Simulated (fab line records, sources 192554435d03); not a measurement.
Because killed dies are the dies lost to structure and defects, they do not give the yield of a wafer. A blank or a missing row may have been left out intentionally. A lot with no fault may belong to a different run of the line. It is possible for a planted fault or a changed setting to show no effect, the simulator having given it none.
Chamber matching | flow n5-finfet | rie-diel-04 running N5_BEOL_M13_VIA_ETCH_16: 4 sister chambers
The step etches SiOC in C4F8/O2/Ar, target depth 921.7 nm. 20 wafers are shown with their chamber, then 10 later ones without.

## WAFERS PAIRED WITH THEIR CHAMBERS
wafer  | chamber | throttle-valve-pct (%) | showerhead-plenum-p-Torr (Torr) | oes-product-au (a.u.)
L078.2 | 3       | 24.37                  | 3.48                            | 0.75
L078.4 | 1       | 23.97                  | 3.32                            | 0.79
L078.5 | 3       | 24.38                  | 3.48                            | 0.77
L083.1 | 3       | 24.38                  | 3.47                            | 0.75
L083.5 | 2       | 24.37                  | 3.46                            | 0.74
L083.6 | 3       | 24.39                  | 3.47                            | 0.75
L081.1 | 2       | 24.36                  | 3.46                            | 0.74
L081.4 | 1       | 23.99                  | 3.32                            | 0.77
L081.5 | 3       | 24.41                  | 3.47                            | 0.75
L086.1 | 1       | 23.98                  | 3.31                            | 0.76
L086.3 | 0       | 24.13                  | 3.41                            | 0.65
L086.4 | 2       | 24.39                  | 3.46                            | 0.73
L089.1 | 1       | 24.00                  | 3.31                            | 0.76
L089.5 | 3       | 24.40                  | 3.46                            | 0.73
L089.6 | 2       | 24.39                  | 3.45                            | 0.73
L093.3 | 0       | 24.14                  | 3.41                            | 0.66
L093.4 | 3       | 24.41                  | 3.46                            | 0.73
L093.6 | 0       | 24.13                  | 3.41                            | 0.66
L092.3 | 3       | 24.41                  | 3.46                            | 0.72
L092.4 | 1       | 23.99                  | 3.31                            | 0.76

SIGNATURES (means of the wafers above)
reading                  | chamber 0 | chamber 1 | chamber 2 | chamber 3 | scatter within a chamber
throttle-valve-pct       | 24.1333   | 23.9860   | 24.3775   | 24.3938   | 0.0138
showerhead-plenum-p-Torr | 3.4100    | 3.3140    | 3.4575    | 3.4688    | 0.00653
oes-product-au           | 0.6567    | 0.7680    | 0.7350    | 0.7438    | 0.0128
Rule: for each reading, subtract the chamber's mean from the wafer's reading, divide by that reading's scatter and square the result; add these up over the readings and take the root, which gives the wafer's distance from the chamber. If the next closest chamber is less than 2 further off than the closest, the wafer can't be placed; otherwise it belongs to the closest. The scatter is the square root of a quotient: the sum, over the shown wafers, of each reading's squared deviation from its chamber's mean, divided by wafers minus chambers.

## WAFERS WHOSE CHAMBER IS MISSING
wafer  | throttle-valve-pct (%) | showerhead-plenum-p-Torr (Torr) | oes-product-au (a.u.)
L092.6 | 24.13                  | 3.41                            | 0.66
L094.1 | 24.42                  | 3.46                            | 0.72
L094.5 | 24.43                  | 3.46                            | 0.72
L094.6 | 24.13                  | 3.41                            | 0.65
L096.1 | 24.01                  | 3.31                            | 0.75
L096.5 | 24.43                  | 3.46                            | 0.71
L096.6 | 24.42                  | 3.45                            | 0.72
L097.1 | 24.42                  | 3.45                            | 0.72
L097.2 | 24.43                  | 3.46                            | 0.72
L097.3 | 24.02                  | 3.31                            | 0.75

## CHAMBER TAKEN BY EACH
wafer  | from the rows above     | in truth
L092.6 | 0                       | 0
L094.1 | can't be placed: 3 or 2 | 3
L094.5 | can't be placed: 3 or 2 | 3
L094.6 | 0                       | 0
L096.1 | 1                       | 1
L096.5 | can't be placed: 3 or 2 | 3
L096.6 | can't be placed: 2 or 3 | 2
L097.1 | can't be placed: 2 or 3 | 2
L097.2 | can't be placed: 3 or 2 | 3
L097.3 | 1                       | 1
Correctly placed: 4 of 10. Not placeable from these rows: 6 (in 6, the candidates include the true chamber). 0 placed wrongly.
